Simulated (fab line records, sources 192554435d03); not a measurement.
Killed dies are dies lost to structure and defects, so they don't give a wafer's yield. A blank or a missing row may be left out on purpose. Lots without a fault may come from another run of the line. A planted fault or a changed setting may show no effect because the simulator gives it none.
Chamber matching | flow n5_finfet | N5_BEOL_M14_DESCUM_15 on rie_diel-05: 4 sister chambers
The step chemistry O2, time 7.9 s. 14 wafers are shown with their chamber, then 7 later ones without.

WAFERS WITH THEIR CHAMBER
wafer  | chamber | drypump_motor_current_A (A) | showerhead_plenum_p_Torr (Torr) | throttle_valve_pct (%)
L601.1 | 2       | 5.9                         | 2.12                            | 20.21
L601.4 | 3       | 5.7                         | 2.05                            | 20.46
L601.5 | 2       | 5.9                         | 2.12                            | 20.20
L610.2 | 1       | 5.1                         | 2.08                            | 20.15
L610.3 | 2       | 5.9                         | 2.11                            | 20.24
L610.4 | 3       | 5.7                         | 2.05                            | 20.47
L612.1 | 1       | 5.1                         | 2.08                            | 20.17
L612.3 | 3       | 5.7                         | 2.05                            | 20.49
L612.4 | 0       | 6.5                         | 2.13                            | 19.80
L613.3 | 1       | 5.1                         | 2.08                            | 20.17
L613.4 | 0       | 6.4                         | 2.13                            | 19.82
L613.5 | 1       | 5.1                         | 2.08                            | 20.15
L616.1 | 2       | 5.9                         | 2.11                            | 20.28
L616.2 | 0       | 6.4                         | 2.13                            | 19.85

SIGNATURES (means of the wafers above)
reading                  | chamber 0 | chamber 1 | chamber 2 | chamber 3 | scatter within a chamber
drypump_motor_current_A  | 6.433     | 5.100     | 5.900     | 5.700     | 0.0258
showerhead_plenum_p_Torr | 2.1300    | 2.0800    | 2.1150    | 2.0500    | 0.00316
throttle_valve_pct       | 19.8233   | 20.1600   | 20.2325   | 20.4733   | 0.0245
Rule: a wafer's distance from a chamber is the root of the sum, over the readings, of the square of ((its reading less the chamber's mean) divided by the reading's scatter). The wafer belongs to the nearest chamber; if the next one is less than 2 further off, it can't be placed. The scatter: the root of (the sum of the squares of (reading less its chamber's mean) over the shown wafers, divided by (wafers less chambers)).

WAFERS WITHOUT THEIR CHAMBER
wafer  | drypump_motor_current_A (A) | showerhead_plenum_p_Torr (Torr) | throttle_valve_pct (%)
L616.4 | 5.1                         | 2.07                            | 20.19
L619.2 | 5.7                         | 2.04                            | 20.51
L619.3 | 6.5                         | 2.13                            | 19.83
L619.5 | 5.9                         | 2.11                            | 20.28
L617.2 | 5.7                         | 2.04                            | 20.51
L617.3 | 5.1                         | 2.07                            | 20.18
L617.6 | 5.7                         | 2.04                            | 20.51

WHICH CHAMBER EACH WENT THROUGH
wafer  | from the rows above | in truth
L616.4 | 1                   | 1
L619.2 | 3                   | 3
L619.3 | 0                   | 0
L619.5 | 2                   | 2
L617.2 | 3                   | 3
L617.3 | 1                   | 1
L617.6 | 3                   | 3
Placed correctly: 7 of 7. Can't be placed from these rows: 0. Placed wrongly: 0.
